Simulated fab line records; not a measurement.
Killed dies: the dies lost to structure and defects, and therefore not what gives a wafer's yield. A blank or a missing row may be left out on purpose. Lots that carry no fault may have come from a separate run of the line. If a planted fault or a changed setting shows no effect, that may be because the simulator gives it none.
Chamber matching / flow n5_finfet / N5_PMOS_HMC_CHANNEL_EPI_STRIP_33 on rie_diel-06 has 4 sister chambers
The step strips in N2/H2. 8 wafers are shown with their chamber, then 7 later ones without.

== WAFERS PAIRED WITH THEIR CHAMBERS ==
wafer=L076.6; chamber=0; showerhead_plenum_p_Torr (Torr)=3.29; throttle_valve_pct (%)=18.8
wafer=L077.4; chamber=1; showerhead_plenum_p_Torr (Torr)=3.43; throttle_valve_pct (%)=18.3
wafer=L077.6; chamber=2; showerhead_plenum_p_Torr (Torr)=3.36; throttle_valve_pct (%)=19.3
wafer=L085.2; chamber=3; showerhead_plenum_p_Torr (Torr)=3.54; throttle_valve_pct (%)=18.9
wafer=L085.4; chamber=1; showerhead_plenum_p_Torr (Torr)=3.42; throttle_valve_pct (%)=18.3
wafer=L085.6; chamber=3; showerhead_plenum_p_Torr (Torr)=3.54; throttle_valve_pct (%)=18.9
wafer=L091.1; chamber=2; showerhead_plenum_p_Torr (Torr)=3.35; throttle_valve_pct (%)=19.3
wafer=L091.3; chamber=0; showerhead_plenum_p_Torr (Torr)=3.28; throttle_valve_pct (%)=18.4

== WAFERS MISSING THEIR CHAMBER ==
wafer=L091.4; showerhead_plenum_p_Torr (Torr)=3.28; throttle_valve_pct (%)=18.3
wafer=L092.2; showerhead_plenum_p_Torr (Torr)=3.28; throttle_valve_pct (%)=18.3
wafer=L092.5; showerhead_plenum_p_Torr (Torr)=3.41; throttle_valve_pct (%)=18.3
wafer=L092.6; showerhead_plenum_p_Torr (Torr)=3.28; throttle_valve_pct (%)=18.3
wafer=L096.1; showerhead_plenum_p_Torr (Torr)=3.41; throttle_valve_pct (%)=18.3
wafer=L096.2; showerhead_plenum_p_Torr (Torr)=3.27; throttle_valve_pct (%)=18.4
wafer=L096.4; showerhead_plenum_p_Torr (Torr)=3.53; throttle_valve_pct (%)=18.9

== THE CHAMBER EACH PASSED THROUGH ==
wafer=L091.4; from the rows above=0; in truth=0
wafer=L092.2; from the rows above=0; in truth=0
wafer=L092.5; from the rows above=1; in truth=1
wafer=L092.6; from the rows above=0; in truth=0
wafer=L096.1; from the rows above=1; in truth=1
wafer=L096.2; from the rows above=0; in truth=0
wafer=L096.4; from the rows above=3; in truth=3
Placed correctly: 7 of 7. Can't be placed from these rows: 0. 0 placed wrongly.
How it was worked out, from the rows above alone: a wafer's distance from a chamber is the root of the sum, over the readings, of the square of ((its reading less the chamber's mean) divided by the reading's scatter). If the next closest chamber is less than 2 further off than the closest, the wafer can't be placed; otherwise it belongs to the closest. The mean given for a chamber averages the wafers shown for that chamber. The scatter: take each reading less its chamber's mean, square it, sum over the shown wafers, divide by the number of wafers less the number of chambers, and take the root.
